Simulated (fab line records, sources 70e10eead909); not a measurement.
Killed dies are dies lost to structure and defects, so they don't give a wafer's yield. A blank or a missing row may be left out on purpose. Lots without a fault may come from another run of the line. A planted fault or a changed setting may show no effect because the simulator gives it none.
A struck lot beside a sound one | flow nand_harc | 14 steps out of a route of 1159
Sound: wafers L377.1, L377.3, L377.6. Struck: wafers L374.1, L374.5, L374.6. The cause comes at the end.
At each step with rows: each side's tool, then ch and its chambers, then its first start. Under that, the readings that differ: sound wafers | struck wafers | difference of the means | sigmas: that difference in standard deviations of wafers without a fault.
alike: readings whose means differ by less than 2 such deviations, and words and numbers that are the same on both sides. not compared: withheld readings, readings that some wafer has no value for, bounds like >300 that may hide the same value, and numbers for which the record gives no deviation and whose values overlap.
The two part at a step that has a row with sigmas, a row that says differs or no value, or rows on one side only. Numbers that don't overlap but have no deviation are shown without sigmas and don't part them. A reading that every wafer of one side lacks parts them only if that side has two wafers or more.

NHARC_A_ZERO_WELL_DESCUM_12: chemistry O2, time 3 s.
  sound on rie_diel-06 ch 0,3, day 10 16:07; struck on rie_diel-03 ch 0,1, day 9 22:50
  alike: drypump_motor_current_A, oes_product_au, rf_vpp_V, showerhead_plenum_p_Torr, throttle_valve_pct
  not compared: rf_hours_counter_h
NHARC_A_ZERO_WELL_ETCH_19: etches the open film in N2/H2, target depth 80 nm, overetch 24 nm, time 87.88 s.
  sound on rie_diel-06 ch 1,2,3, day 10 16:13; struck on rie_diel-03 ch 2,3, day 9 22:55
  alike: drypump_motor_current_A, oes_product_au, rf_vpp_V, showerhead_plenum_p_Torr, throttle_valve_pct
  not compared: rf_hours_counter_h
NHARC_A_ZERO_WELL_ETCH_13: etches the open film in HBr/Cl2, target depth 120 nm, time 40.1 s.
  sound on rie_si-03 ch 0,2, day 10 16:20; struck on rie_si-01 ch 0,1,3, day 9 23:03
  alike: drypump_motor_current_A, hbr_flow_sccm, oes_product_au, throttle_valve_pct
  not compared: rf_hours_counter_h
then, 4 steps without rows for these wafers: NHARC_A_ZERO_WELL_STRIP_14 (strips in SPM, time 900 s); NHARC_A_ZERO_WELL_IMPLANT_15; NHARC_A_ZERO_WELL_PRECLEAN_22 (cleans in SC1, time 60 s); NHARC_A_ZERO_WELL_SRD_23.
NHARC_A_ZERO_WELL_RTA_16: time 10 s.
  sound on rtp_anneal-01 ch 0, day 10 17:14; struck on rtp_anneal-01 ch 0, day 9 23:56
  reading           | sound                | struck               | difference | sigmas
  anneal_temp_c_max | 1005.6 1004.0 1007.4 | 1004.0 1003.7 1003.3 | -2.0       | -2
  alike: lamp_power_pct, lamp_zone_5_pct, wafer_temp_C_max
NHARC_A_ZERO_WELL_INSPECT_17:
  sound on defect_inspect-02, day 10 17:25; struck on defect_inspect-01, day 10 00:10
  alike: raw_defect_count
then, 2 steps without rows for these wafers: NHARC_A_SOURCE_PLATE_PRECLEAN_00 (cleans in HF-LAST, time 60 s); NHARC_A_SOURCE_PLATE_SRD_01.
NHARC_A_SOURCE_PLATE_OXIDE_02: material SiO2, target thk 10 nm, ox time 1362 s.
  sound on furnace-05 ch 0, day 10 20:47; struck on furnace-05 ch 0, day 10 05:48
  alike: ox_temp_c, ox_time_s, zone_power_upper_pct
NHARC_A_SOURCE_PLATE_THK_MEAS_09: measures by ellipsometry.
  sound on film_metro-02, day 11 00:47; struck on film_metro-02, day 10 10:11
  reading     | sound         | struck         | difference | sigmas
  thk_nm (nm) | 10.6 9.3 10.3 | 16.1 14.8 16.7 | +5.8       | +6
then, 1 step without rows for these wafers: NHARC_A_SOURCE_PLATE_PVD_04 (deposits WSi2, target thk 50 nm).

WHERE THEY PART
First at NHARC_A_ZERO_WELL_RTA_16; last, within this record, at NHARC_A_SOURCE_PLATE_THK_MEAS_09.

WHY: what the simulator had put in
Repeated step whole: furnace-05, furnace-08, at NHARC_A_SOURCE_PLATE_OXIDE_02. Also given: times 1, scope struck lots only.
